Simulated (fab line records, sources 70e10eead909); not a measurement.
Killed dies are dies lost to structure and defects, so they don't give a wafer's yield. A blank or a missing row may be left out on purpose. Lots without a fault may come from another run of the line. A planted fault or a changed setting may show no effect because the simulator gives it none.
Which tool did it? | flow nand_harc | 24 lots, 72 wafers sampled, at 1 step of a route of 1159

WHAT THE GAUGES READ, wafer by wafer
NHARC_A_M0_CD_MEAS_09: target cd 80 nm.
lot  | measured     | on        | cd_nm (nm)
L075 | day 17 16:59 | cd_sem-02 | 79.7 80.7 81.0
L074 | day 17 18:44 | cd_sem-01 | 81.5 81.3 81.5
L077 | day 17 23:26 | cd_sem-02 | 79.5 79.1 78.6
L076 | day 18 00:19 | cd_sem-01 | 78.2 80.0 79.4
L078 | day 18 14:36 | cd_sem-03 | 79.2 78.8 78.2
L080 | day 19 02:04 | cd_sem-01 | 80.0 80.5 81.5
L079 | day 19 10:53 | cd_sem-03 | 81.7 79.8 78.9
L082 | day 19 11:28 | cd_sem-01 | 79.1 79.1 80.4
L081 | day 19 11:37 | cd_sem-01 | 80.9 79.2 81.1
L084 | day 19 19:42 | cd_sem-03 | 79.4 79.2 79.0
L083 | day 19 23:23 | cd_sem-03 | 80.5 79.4 81.7
L085 | day 20 11:39 | cd_sem-01 | 80.2 81.8 80.5
L087 | day 20 11:52 | cd_sem-01 | 80.8 81.1 80.6
L086 | day 20 14:52 | cd_sem-03 | 81.7 80.2 80.0
L088 | day 20 16:01 | cd_sem-01 | 81.3 82.2 80.3
L090 | day 21 12:29 | cd_sem-03 | 79.1 78.9 79.7
L089 | day 21 13:40 | cd_sem-02 | 79.5 79.6 79.2
L092 | day 21 17:38 | cd_sem-01 | 79.5 79.0 78.9
L091 | day 22 01:33 | cd_sem-03 | 80.4 78.6 79.9
L093 | day 22 06:02 | cd_sem-02 | 79.0 78.6 78.7
L094 | day 22 07:00 | cd_sem-01 | 79.5 79.7 80.5
L096 | day 22 12:00 | cd_sem-01 | 79.3 78.9 80.4
L097 | day 22 13:23 | cd_sem-01 | 82.2 82.0 82.6
L095 | day 22 16:24 | cd_sem-01 | 78.9 81.2 79.8

WHICH TOOL RAN EACH LOT (tool, then ch and the chambers of the sampled wafers, then the start)
The record holds no process step before these readings.

WHAT THE TOOLS THEMSELVES READ (means of the sampled wafers that have a number; where no wafer has one, the mark that the record gives instead)
The record holds no such reading with a usual standard deviation.

THE ANSWER, worked out from the rows above alone
Rule: what is usual is taken from the lots themselves. Put in order of their means at a reading, lots are off if they are a third of the lots or fewer, leave a main group of 4 or more, and stand apart from it by a gap of 3 or more times the standard deviation of the main group's means; of several such gaps the widest counts. A main group whose means are all the same, to the digits that the tables above print for the reading, isn't used. A lot without any number at a reading at which 4 lots or more have one is off too. The other lots that the step has rows for count as sound. The gauges are gone through in route order, then the tools' own readings, and for those a lot's mean is taken as printed above. The first step at which some lot is off is used, and at that step the reading that is off furthest; a lot without a number counts as furthest.
No lot is off at any reading shown: from this, nothing can be told.

WHAT THE SIMULATOR HAD PUT IN
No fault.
